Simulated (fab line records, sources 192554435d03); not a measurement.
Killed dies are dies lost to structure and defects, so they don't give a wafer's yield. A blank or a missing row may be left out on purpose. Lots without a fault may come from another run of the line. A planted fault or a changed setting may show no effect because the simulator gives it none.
Split-lot experiment | flow n5_finfet | 7 lots, 21 wafers read, on a route of 1938 steps

THE SPLIT
At N5_BEOL_M12_ETCH_67 (etches SiARC in CF4, target depth 143 nm, time 238.3 s), the setting source_w was moved away from the recipe's 545 W on 6 of the 21 wafers read, by -14.5% to +13.4%. The other wafers ran this setting at the recipe's value.

The reading is taken at the split's own step.

THE READING
rf_vpp_V, in V, at N5_BEOL_M12_ETCH_67 (etches SiARC in CF4, target depth 143 nm, time 238.3 s). Fault-free wafers of this fab line usually give 184.4 V, standard deviation 1.5 V.

wafer  | tool, chamber at the split | source_w as run, W | against the recipe | rf_vpp_V, V | against lot-mates on the recipe
L076.1 | rie_diel-03, 2             | 545                | recipe             | 181.1       | -
L076.3 | rie_diel-03, 3             | 545                | recipe             | 185.9       | -
L076.5 | rie_diel-03, 3             | 545                | recipe             | 183.5       | -
L086.1 | rie_diel-05, 2             | 545                | recipe             | 185.7       | -
L086.2 | rie_diel-05, 1             | 545                | recipe             | 182.9       | -
L086.3 | rie_diel-05, 3             | 545                | recipe             | 185.0       | -
L085.3 | rie_diel-03, 0             | 545                | recipe             | 184.7       | -
L085.4 | rie_diel-03, 1             | 465.8              | -14.5%             | 196.0       | +11.3
L085.6 | rie_diel-03, 0             | 465.8              | -14.5%             | 194.8       | +10.1
L090.3 | rie_diel-05, 0             | 618.3              | +13.4%             | 177.2       | -9.2
L090.4 | rie_diel-05, 1             | 545                | recipe             | 186.7       | -
L090.5 | rie_diel-05, 3             | 545                | recipe             | 186.1       | -
L092.2 | rie_diel-05, 2             | 545                | recipe             | 184.5       | -
L092.3 | rie_diel-05, 1             | 545                | recipe             | 187.7       | -
L092.6 | rie_diel-05, 3             | 516.5              | -5.2%              | 188.7       | +2.6
L095.4 | rie_diel-05, 3             | 545                | recipe             | 186.7       | -
L095.5 | rie_diel-05, 0             | 545                | recipe             | 186.5       | -
L095.6 | rie_diel-05, 1             | 545                | recipe             | 185.1       | -
L097.1 | rie_diel-05, 0             | 609.6              | +11.9%             | 178.6       | -6.9
L097.4 | rie_diel-05, 1             | 609.6              | +11.9%             | 176.8       | -8.7
L097.5 | rie_diel-05, 3             | 545                | recipe             | 185.5       | -

THE FIT
A straight line over all 21 wafers: rf_vpp_V changes by -0.659 V for each +1% of source_w; r = -0.95; the points scatter about the line by 1.5 V.
The same after taking each lot's own level away (the mean of its wafers on the recipe; 21 wafers): -0.695 V for each +1%; r = -0.97; scatter 1.2 V.
On that fit, the largest move of source_w shifts the reading by 10 V.
The lots' own levels span 183.50 to 186.40 V, that is 1.9 times the standard deviation above.
So the lot-to-lot level changes the slope little: the two slopes agree.
Check: with one of the wafers moved furthest among these (-14.5%) left out of the fit, the line predicts +9.7 V for it against its lot-mates. It came out at +11.3 V against them.
Tool readings at the split's step, against how far the setting was moved: etch_rf_on_time_s r = -0.97; rf_vpp_V r = -0.95.

OTHER SPLITS ON THESE WAFERS
These wafers also went through other splits before the reading. Each is held against what the fit with the lots' levels taken away leaves over:
other split on the same wafers | wafers away from the commonest value | r with rf_vpp_V (lot level and that fit taken away)
N5_BEOL_M11_COAT_22 spin_rpm   | 6                                    | -0.22
N5_BEOL_M12_COAT_22 spin_rpm   | 5                                    | +0.39

THE WHOLE CHAIN: every reading that the file lists as answering this split, in the file's order
step                | what it does                                           | reading           | change (the file's fit)              | r (the file's)
N5_BEOL_M12_ETCH_67 | etches SiARC in CF4, target depth 143 nm, time 238.3 s | etch_rf_on_time_s | withheld for each +1% of the setting | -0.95
N5_BEOL_M12_ETCH_67 | etches SiARC in CF4, target depth 143 nm, time 238.3 s | rf_vpp_V          | -0.689 V for each +1% of the setting | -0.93

THE FILE'S OWN FIT
rf_vpp_V changes by -0.689 V for each +1% of source_w, r = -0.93.
